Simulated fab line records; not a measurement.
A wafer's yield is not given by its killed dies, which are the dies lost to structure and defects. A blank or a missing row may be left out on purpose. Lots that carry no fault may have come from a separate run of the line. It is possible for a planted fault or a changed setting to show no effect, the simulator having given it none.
fab line records ; flow n5_finfet ; part 2 of 2: steps 25 to 30 of 30
record lots=5; wafers=15; last_day=18
route steps=1938 shown GATE_CUT@504 MOL_CONTACT_COAG@517
lots with no fault: from the same line, run without faults
start_h: start of the lot's first displayed wafer, in hours after the record's first day ; wait_h: time in hours since the lot's previous step ; " the same as in the row above ; L1.1+2: several wafers, shown together as one row ; - no value, or no start was given ; * or withheld: withheld ; < > ~ a bound
route shown NAME@n: names a module that has steps shown in the file, with the first one's number in the route ; usual: average and standard deviation across the fault-free wafers ; same: alike in all rows ; chamber/n: place in a boat ; sites: readings site by site ; _std_site: their standard deviation ; _edge_site: inner sites' mean taken away from outer sites' mean ; radius_mm: for every site, how far away it sits from the centre of the wafer ; mask NAME#n: copy n ; behind: the tool/chamber that last shaped the wafer ; hold: reason for holding the lot/hours on hold/outcome of the hold ; device: the n, p or np transistor that did not switch ; end of line: tests run on the same wafers once the route is complete ; where a step has no rows: the recipe by itself ; killed: at the first sort, the dies lost to defects and structure; wafer yield is something else ; map: dies across one wafer; x = killed, . = not, _ = none there
set.NAME: the setting that was run; set.NAME@STEP: the one run at that earlier step ; model.NAME: the simulator's own value behind a step, which no gauge read
lots seen at some steps along the route; tables by step, rows by wafer
services: when a tool's chamber went out of use (start_h, in hours from the record's first day, below 0 if earlier), for how many hours, and the reason
## steps
# step N5_MOL_CONTACT_COAG_DESCUM_13
# recipe chemistry=O2; time_s=7; source_power_w=50; bias_power_w=20; pressure_mtorr=20; rf_frequency_hz=2.712e+07; temp_c=40; resist=CAR-EUV; o2_flow_sccm=225
# usual drypump_motor_current_A=5.7/0.53; oes_product_au=0.81/0.1; rf_vpp_V=243.4/1.4; showerhead_plenum_p_Torr=2.12/0.077; throttle_valve_pct=20.45/0.26
lot.wafer;tool;chamber;start_h;wait_h;drypump_motor_current_A;oes_product_au;rf_hours_counter_h;rf_vpp_V;showerhead_plenum_p_Torr;throttle_valve_pct
L080.1;rie_diel-06;1;125.86;0.1;5.6;0.70;220;243.9;2.18;20.99
L080.4;rie_diel-06;2;125.86;0.1;6.4;0.97;8;245.5;2.26;20.37
L080.6;rie_diel-06;2;125.86;0.1;6.4;0.98;-;245.4;2.26;20.38
L086.1;rie_diel-05;2;158.78;0.0;6.5;0.90;24;244.9;2.22;20.22
L086.3;rie_diel-05;3;158.78;0.0;5.7;0.94;6;243.2;2.06;20.57
L086.6;rie_diel-05;1;158.78;0.0;5.4;0.69;-;242.2;2.09;20.64
L089.1;rie_diel-06;0;176.17;0.0;4.8;0.87;47;242.8;2.04;20.27
L089.2;rie_diel-06;2;176.17;0.0;6.4;0.93;24;246.0;2.25;20.40
L089.6;rie_diel-06;2;176.17;0.0;6.4;0.93;-;244.6;2.25;20.39
L093.3;rie_diel-06;1;201.61;0.6;5.6;0.68;248;243.0;2.17;21.04
L093.4;rie_diel-06;0;201.61;0.6;4.8;0.85;58;241.3;2.04;20.27
L093.5;rie_diel-06;2;201.61;0.6;6.4;0.90;-;244.8;2.25;20.39
L097.3;rie_diel-05;2;228.54;0.0;6.5;0.86;45;244.3;2.21;20.27
L097.5;rie_diel-05;0;228.54;0.0;5.4;0.77;-;240.8;2.01;20.29
L097.6;rie_diel-05;3;228.54;0.0;5.7;0.88;-;243.1;2.05;20.63
# step N5_MOL_CONTACT_COAG_ETCH_59
# recipe chemistry=N2/H2; target=underlayer; target_depth_a=130; mask_material=CAR-EUV; time_s=10.4; ion_energy_ev=200; pressure_mtorr=30; source_w=840; bias_w=150; n2_flow_sccm=200; h2_flow_sccm=200; ends=cleared
# usual drypump_motor_current_A=5.7/0.53; etch_rf_on_time_s=10.55/0.26; oes_product_au=0.69/0.085; rf_vpp_V=524.5/2.7; showerhead_plenum_p_Torr=2.56/0.088; throttle_valve_pct=17.78/0.25
lot.wafer;tool;chamber;start_h;wait_h;drypump_motor_current_A;etch_rf_on_time_s;oes_product_au;rf_hours_counter_h;rf_vpp_V;showerhead_plenum_p_Torr;throttle_valve_pct
L080.1;rie_diel-06;1;125.90;0.0;5.6;10.66;0.59;220;524.9;2.59;17.98
L080.4;rie_diel-06;2;125.90;0.0;6.4;10.01;0.82;8;528.4;2.71;17.47
L080.6;rie_diel-06;2;125.90;0.0;6.4;10.07;0.83;-;529.6;2.71;17.46
L086.1;rie_diel-05;2;158.81;0.0;6.5;10.90;0.76;24;527.6;2.70;17.70
L086.3;rie_diel-05;3;158.81;0.0;5.8;10.83;0.80;6;523.7;2.50;18.01
L086.6;rie_diel-05;1;158.81;0.0;5.5;10.51;0.58;-;522.6;2.50;17.89
L089.1;rie_diel-06;0;176.21;0.0;4.9;10.19;0.75;47;523.4;2.50;17.94
L089.2;rie_diel-06;2;176.21;0.0;6.4;10.01;0.79;24;529.3;2.70;17.52
L089.6;rie_diel-06;2;176.21;0.0;6.4;10.03;0.79;-;528.7;2.70;17.50
L093.3;rie_diel-06;1;201.64;0.0;5.5;10.71;0.57;248;525.0;2.58;18.03
L093.4;rie_diel-06;0;201.64;0.0;4.9;10.41;0.72;58;521.0;2.50;17.94
L093.5;rie_diel-06;2;201.64;0.0;6.4;10.16;0.76;-;527.3;2.70;17.50
L097.3;rie_diel-05;2;228.57;0.0;6.5;11.04;0.73;45;529.5;2.69;17.75
L097.5;rie_diel-05;0;228.57;0.0;5.5;10.68;0.66;-;520.9;2.47;17.93
L097.6;rie_diel-05;3;228.57;0.0;5.8;10.72;0.76;-;522.7;2.49;18.04
# step N5_MOL_CONTACT_COAG_ETCH_105
# recipe chemistry=CF4; target=SiARC; target_depth_a=156; mask_material=CAR-EUV; time_s=26; ion_energy_ev=80; pressure_mtorr=40; source_w=545; bias_w=36; Ar_flow_sccm=100; cf4_flow_sccm=100; ends=cleared
# usual drypump_motor_current_A=5.7/0.53; etch_rf_on_time_s=26.3/0.66; oes_product_au=0.69/0.085; rf_vpp_V=184.3/1.2; showerhead_plenum_p_Torr=2.16/0.077; throttle_valve_pct=15.56/0.21
lot.wafer;tool;chamber;start_h;wait_h;drypump_motor_current_A;etch_rf_on_time_s;oes_product_au;rf_hours_counter_h;rf_vpp_V;showerhead_plenum_p_Torr;throttle_valve_pct
L080.1;rie_diel-06;1;125.92;0.0;5.5;26.3;0.59;220;185.3;2.19;15.95
L080.4;rie_diel-06;2;125.92;0.0;6.4;25.3;0.82;8;186.6;2.28;15.35
L080.6;rie_diel-06;2;125.92;0.0;6.4;25.0;0.83;-;186.4;2.28;15.34
L086.1;rie_diel-05;2;158.83;0.0;6.5;26.7;0.76;24;185.9;2.28;15.45
L086.3;rie_diel-05;3;158.83;0.0;5.7;27.1;0.79;6;183.0;2.09;15.51
L086.6;rie_diel-05;1;158.83;0.0;5.4;25.6;0.59;-;185.3;2.12;15.69
L089.1;rie_diel-06;0;176.23;0.0;4.8;26.1;0.74;47;183.5;2.09;15.37
L089.2;rie_diel-06;2;176.23;0.0;6.4;25.3;0.78;24;185.6;2.28;15.37
L089.6;rie_diel-06;2;176.23;0.0;6.4;25.1;0.78;-;185.4;2.28;15.36
L093.3;rie_diel-06;1;201.66;0.0;5.6;26.7;0.57;248;183.3;2.18;16.01
L093.4;rie_diel-06;0;201.66;0.0;4.8;26.3;0.72;58;183.6;2.08;15.41
L093.5;rie_diel-06;2;201.66;0.0;6.4;25.3;0.76;-;186.8;2.27;15.41
L097.3;rie_diel-05;2;228.59;0.0;6.5;27.3;0.73;45;186.1;2.28;15.47
L097.5;rie_diel-05;0;228.59;0.0;5.5;26.5;0.66;-;183.0;2.07;15.53
L097.6;rie_diel-05;3;228.59;0.0;5.7;27.1;0.75;-;183.4;2.09;15.56
# step N5_MOL_CONTACT_COAG_ETCH_106
# recipe chemistry=N2/H2; target=SOC; target_depth_a=800; overetch_a=160; mask_material=SiARC; temp_c=40; time_s=120; ion_energy_ev=200; pressure_mtorr=30; source_w=840; bias_w=150; n2_flow_sccm=200; h2_flow_sccm=200
# usual drypump_motor_current_A=5.7/0.53; oes_product_au=0.72/0.088; rf_vpp_V=524.5/2.7; showerhead_plenum_p_Torr=2.56/0.088; throttle_valve_pct=17.76/0.25
lot.wafer;tool;chamber;start_h;wait_h;drypump_motor_current_A;oes_product_au;rf_hours_counter_h;rf_vpp_V;showerhead_plenum_p_Torr;throttle_valve_pct
L080.1;rie_diel-06;1;125.94;0.0;5.5;0.63;221;526.8;2.59;17.95
L080.4;rie_diel-06;2;125.94;0.0;6.4;0.84;8;529.8;2.71;17.45
L080.6;rie_diel-06;2;125.94;0.0;6.4;0.84;-;529.5;2.71;17.46
L086.1;rie_diel-05;2;158.86;0.0;6.5;0.81;24;529.8;2.70;17.68
L086.3;rie_diel-05;3;158.86;0.0;5.7;0.85;6;522.1;2.50;17.95
L086.6;rie_diel-05;1;158.86;0.0;5.4;0.61;-;522.6;2.50;17.85
L089.1;rie_diel-06;0;176.25;0.0;4.9;0.77;48;522.8;2.50;17.90
L089.2;rie_diel-06;2;176.25;0.0;6.4;0.81;24;528.0;2.70;17.47
L089.6;rie_diel-06;2;176.25;0.0;6.4;0.81;-;528.7;2.70;17.48
L093.3;rie_diel-06;1;201.69;0.0;5.6;0.61;248;524.6;2.58;18.01
L093.4;rie_diel-06;0;201.69;0.0;4.9;0.76;58;521.3;2.50;17.94
L093.5;rie_diel-06;2;201.69;0.0;6.4;0.79;-;527.5;2.70;17.47
L097.3;rie_diel-05;2;228.62;0.0;6.5;0.78;45;527.8;2.69;17.73
L097.5;rie_diel-05;0;228.62;0.0;5.5;0.70;-;521.4;2.47;17.87
L097.6;rie_diel-05;3;228.62;0.0;5.8;0.80;-;522.8;2.49;18.02
# step N5_MOL_CONTACT_COAG_STRIP_107
# recipe chemistry=N2/H2; temp_c=40; n2_flow_sccm=200; h2_flow_sccm=200; rf_frequency_hz=6e+07
lot.wafer;tool;chamber;start_h;wait_h
L080.1+4+6;rie_diel-06;1,2,2;126.03;0.0
L086.1+3+6;rie_diel-05;2,3,1;158.94;0.0
L089.1+2+6;rie_diel-06;0,2,2;176.34;0.0
L093.3+4+5;rie_diel-06;1,0,2;201.77;0.0
L097.3+5+6;rie_diel-05;2,0,3;228.70;0.0
# step N5_MOL_CONTACT_COAG_STRIP_108
# recipe chemistry=N2/H2; temp_c=40; n2_flow_sccm=200; h2_flow_sccm=200; rf_frequency_hz=6e+07
lot.wafer;tool;chamber;start_h;wait_h
L080.1+4+6;rie_diel-06;1,2,2;126.04;0.0
L086.1+3+6;rie_diel-05;2,3,1;158.95;0.0
L089.1+2+6;rie_diel-06;0,2,2;176.35;0.0
L093.3+4+5;rie_diel-06;1,0,2;201.78;0.0
L097.3+5+6;rie_diel-05;2,0,3;228.71;0.0
## services
tool;chamber;start_h;hours;kind
euv_scanner-02;-;100.64;3.7;repair
euv_scanner-01;-;101.90;0.8;repair
euv_scanner-02;-;109.44;17.3;pm
rie_diel-05;2;111.68;4.3;repair
cmp-03;-;115.97;0.8;repair
euv_scanner-01;-;126.74;1.0;pm
cmp-04;-;127.08;4.0;pm
euv_scanner-01;-;127.75;4.6;pm
euv_scanner-02;-;132.35;1.0;pm
cmp-03;-;133.50;0.8;repair
euv_scanner-02;-;138.46;4.6;pm
rie_metal-02;-;142.52;0.3;repair
rie_diel-05;0;153.50;6.6;repair
euv_scanner-01;-;174.52;1.0;pm
cmp-04;-;180.72;2.6;repair
cmp-03;-;189.92;16.7;pm
plasma_asher-02;-;193.41;0.7;repair
rie_diel-05;-;198.73;14.6;pm
rie_metal-02;-;198.86;2.8;pm
euv_scanner-01;-;199.47;5.8;pm
cmp-03;-;213.17;0.3;repair
cmp-04;-;216.24;0.4;repair
cmp-03;-;217.93;4.0;pm
euv_scanner-01;-;222.25;12.0;pm
